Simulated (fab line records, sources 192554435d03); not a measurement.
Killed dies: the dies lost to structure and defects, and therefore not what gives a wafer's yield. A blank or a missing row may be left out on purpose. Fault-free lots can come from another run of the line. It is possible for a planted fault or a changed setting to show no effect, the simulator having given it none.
Comparing a struck lot with a sound one || flow n5Finfet || 22 steps out of a route of 1938
Sound: these wafers, L719.2, L719.4, L719.5. Struck: wafers L726.1, L726.3, L726.6. At the end, the cause is stated.
At each step with rows: each side's tool, then ch and its chambers, then its first start. Under that, the readings that differ: sound wafers || struck wafers || difference of the means || sigmas: that difference in standard deviations of wafers without a fault.
alike: a reading whose means differ by less than 2 such deviations, as well as words and numbers matching on both sides. not compared: withheld readings; readings where some wafer has no value; bounds like >300 that might hide an equal value; numbers whose values overlap and for which the record gives no deviation.
Wherever a step has rows on one side only, a row that says differs or no value, or a row with sigmas, the two part there. When numbers do not overlap yet have no deviation, they are printed without sigmas and do not part them. Lack of a reading on every wafer of one side parts them only where that side has two or more wafers.

first, 12 steps without rows for these wafers: N5_SDB_STRIP_19 (strips in N2/H2); N5_SDB_STRIP_21 (strips in CF4); N5_SDB_HM_OPEN_20 (chemistry CH3F/O2, target SiNx, stops on poly-Si, target depth 24 nm); N5_SDB_STRIP_22 (strips in N2/H2); N5_SDB_PRECLEAN_23 (cleans in dHF, time 30 s); N5_SDB_DUMMY_REMOVE_24 (chemistry TMAH, target poly-Si, stops on SiO2, target depth 142 nm, time 57 s, rinse time 30 s); N5_SDB_ETCH_25 (etches SiO2 in C4F6/O2, target depth 10 nm, time 3.3 s); N5_SDB_CUT_ETCH_26 (etches Si in HBr/Cl2/O2, target depth 129.6 nm, bt time 20 s, time 51.8 s); N5_SDB_PRECLEAN_38 (cleans in dHF, time 10 s); N5_SDB_PRECLEAN_39 (cleans in O3/DIW, time 45 s); N5_SDB_SRD_28 (time 30 s); N5_SDB_ALD_29 (deposits SiNx, target thk 30 nm, pulse time 1 s, ald cycles 600).
N5_SDB_CMP_30: polishes, stops on poly-Si, t overpolish 1.54 s, target thk 30 nm.
  sound on cmp-04 ch 0,2,3, day 4 14:48; struck on cmp-04 ch 0,3, day 6 16:23
  alike: motorCurrentA, overpolishRunS, slurryFilterDpKPa, timeToEndpointS
N5_SDB_INSPECT_36: inspects for defects (darkfield).
  sound: defectInspect-01 at day 4 15:07; struck: defectInspect-01 at day 6 16:44
{"reading": "rawDefectCount", "sound": "63 107 71", "struck": "472 438 481", "difference": "+383", "sigmas": "+21"}
then, 4 steps without rows for these wafers: N5_DUMMY_REMOVAL_HM_STRIP_01 (strips SiNx in CH3F/O2, stops on poly-Si, target depth 4 nm, time 6.8 s); N5_DUMMY_REMOVAL_STRIP_10 (strips in N2/H2, time 40 s); N5_DUMMY_REMOVAL_PRECLEAN_07 (cleans in dHF, time 30 s); N5_DUMMY_REMOVAL_DUMMY_REMOVE_02 (chemistry TMAH, target poly-Si, stops on SiO2, target depth 142 nm, time 57 s, rinse time 30 s).
N5_DUMMY_REMOVAL_INSPECT_06: inspects for defects (brightfield).
  sound: defectInspect-02 at day 4 15:21; struck: defectInspect-01 at day 6 17:08
{"reading": "rawDefectCount", "sound": "10 9 4", "struck": "456 415 431", "difference": "+426", "sigmas": "+76"}
then, 1 step without rows for these wafers: N5_DUMMY_REMOVAL_PRECLEAN_08 (cleans in NF3:NH3, afs cycles 2, time 20 s, sublimation time 60 s).
-- here the record skips 4 days between the struck wafers' starts before and after, leaving off in module DUMMY_REMOVAL and picking up in module BEOL_M4 (first step shown: number 1111 of the route) --
N5_BEOL_M4_RC_MEAS_101:
  sound on prober-02 ch 0, day 9 02:28; struck on prober-01 ch 0, day 11 03:49
  alike: DIBL_N, DIBL_P, IOFF_N, IOFF_P, ION_N, ION_P, SS_N, SS_P, VT_N, VT_P
-- here the record skips 4 days between the struck wafers' starts before and after, leaving off in module BEOL_M4 and picking up in module PASSIVATION (first step shown: number 1936 of the route) --
N5_PASSIVATION_PROBE_49:
  sound: prober-02 at day 13 14:13; struck: prober-01 at day 15 07:51
{"reading": "defectLimitedYield (%)", "sound": "93.3 89.7 91.4", "struck": "61.9 63.1 62.3", "difference": -29.0, "sigmas": -19}
{"reading": "killedAtFrontEnd", "sound": "33 69 51", "struck": "389 366 393", "difference": "+332", "sigmas": "+30"}
{"reading": "killedDies", "sound": "79 121 101", "struck": "450 435 445", "difference": "+343", "sigmas": "+20"}
{"reading": "killedOnRim", "sound": "6 18 8", "struck": "49 53 56", "difference": "+42", "sigmas": "+12"}
{"reading": "sort_bin_5_function (%)", "sound": "4.4 6.1 5.0", "struck": "22.5 21.8 22.8", "difference": "+17.2", "sigmas": "+19"}
{"reading": "sort_bin_6_memory (%)", "sound": "2.2 3.3 3.0", "struck": "13.6 12.8 12.3", "difference": "+10.1", "sigmas": "+15"}
{"reading": "sortNPass", "sound": "1101 1059 1079", "struck": "730 745 735", "difference": -343, "sigmas": -20}
{"reading": "sortYieldPct (%)", "sound": "93.3 89.7 91.4", "struck": "61.9 63.1 62.3", "difference": -29.0, "sigmas": -19}
  alike: killed_at_M0_to_M3, killed_at_M4_up, killedAtContacts, killedAtOther, killedOpen, killedShort

WHERE THEY PART
Earliest at N5_SDB_INSPECT_36; latest, in this record, at N5_PASSIVATION_PROBE_49.

WHY: whatever the simulator had introduced
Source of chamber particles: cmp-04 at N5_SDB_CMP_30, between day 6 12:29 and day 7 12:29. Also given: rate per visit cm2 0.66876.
